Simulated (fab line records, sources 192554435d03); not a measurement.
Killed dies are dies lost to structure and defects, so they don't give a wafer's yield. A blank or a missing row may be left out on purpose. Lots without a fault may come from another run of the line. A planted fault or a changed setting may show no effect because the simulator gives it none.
One fault seen from 2 desks | flow n5_finfet | each desk has only its own numbers; what lay behind them comes last

THE TOOL OWNER'S DESK: pvd_sputter-02
The tool's own readings at N5_BEOL_M4_HM_DEP_02 (deposits TiN, target thk 20 nm): means of the sampled wafers that have a number, for each lot that ran on this tool. A lot is out of limits, marked OUT, if its mean lies more than 4 standard deviations from the usual mean; the brackets give that distance.
Columns: A = chamber_pressure_pa at N5_BEOL_M4_HM_DEP_02, usual 0.5000 Pa; B = throttle_valve_pct at N5_BEOL_M4_HM_DEP_02, usual 29.7 %
lot  | first seen here | A      | B
L834 | day 8 03:46     | 0.5003 | 29.8
L836 | day 8 12:29     | 0.4998 | 29.9
L848 | day 11 15:44    | 0.5003 | 30.0
L847 | day 12 01:22    | 0.4992 | 30.1
L849 | day 12 06:28    | 0.5003 | 30.1
This desk's finding: nothing out of limits on any of the 5 lots.

THE METROLOGY DESK
What the gauges read, lot by lot, whatever tool the lot ran on: means of the sampled wafers that have a number. A lot is out of limits, marked OUT, if its mean lies more than 4 standard deviations from the usual mean; the brackets give that distance. Of its 13 readings 7 are shown: those that lie furthest out on some lot.
Columns: A = trench_depth_nm at N5_BEOL_M4_OCD_MEAS_38, usual 55.7 nm; B = IOFF_N at N5_BEOL_M4_RC_MEAS_101, usual 0.15 nA/um; C = IOFF_P at N5_BEOL_M4_RC_MEAS_101, usual 0.20 nA/um; D = ION_P at N5_BEOL_M4_RC_MEAS_101, usual 460 uA/um; E = SS_P at N5_BEOL_M4_RC_MEAS_101, usual 73.2 mV/dec; F = VT_N at N5_BEOL_M4_RC_MEAS_101, usual 250 mV; G = VT_P at N5_BEOL_M4_RC_MEAS_101, usual -251 mV
lot  | first seen here | A    | B    | C    | D   | E    | F   | G
L834 | day 8 05:10     | 55.8 | 0.14 | 0.16 | 451 | 72.5 | 250 | -253
L836 | day 8 13:57     | 55.9 | 0.19 | 0.28 | 464 | 74.2 | 246 | -242
L848 | day 11 17:22    | 56.2 | 0.14 | 0.17 | 460 | 73.1 | 251 | -254
L847 | day 12 02:46    | 57.2 | 0.16 | 0.23 | 466 | 73.0 | 249 | -247
L849 | day 12 07:44    | 55.5 | 0.14 | 0.21 | 458 | 72.5 | 252 | -248
L851 | day 12 16:12    | 55.7 | 0.16 | 0.22 | 466 | 73.4 | 250 | -248
L855 | day 13 14:41    | 56.3 | 0.15 | 0.19 | 461 | 73.1 | 251 | -252
This desk's finding: nothing out of limits on any of the 7 lots.

PUT TOGETHER
The tool owner's desk saw nothing out of limits.
The metrology desk saw nothing out of limits.

WHAT THE SIMULATOR HAD PUT IN
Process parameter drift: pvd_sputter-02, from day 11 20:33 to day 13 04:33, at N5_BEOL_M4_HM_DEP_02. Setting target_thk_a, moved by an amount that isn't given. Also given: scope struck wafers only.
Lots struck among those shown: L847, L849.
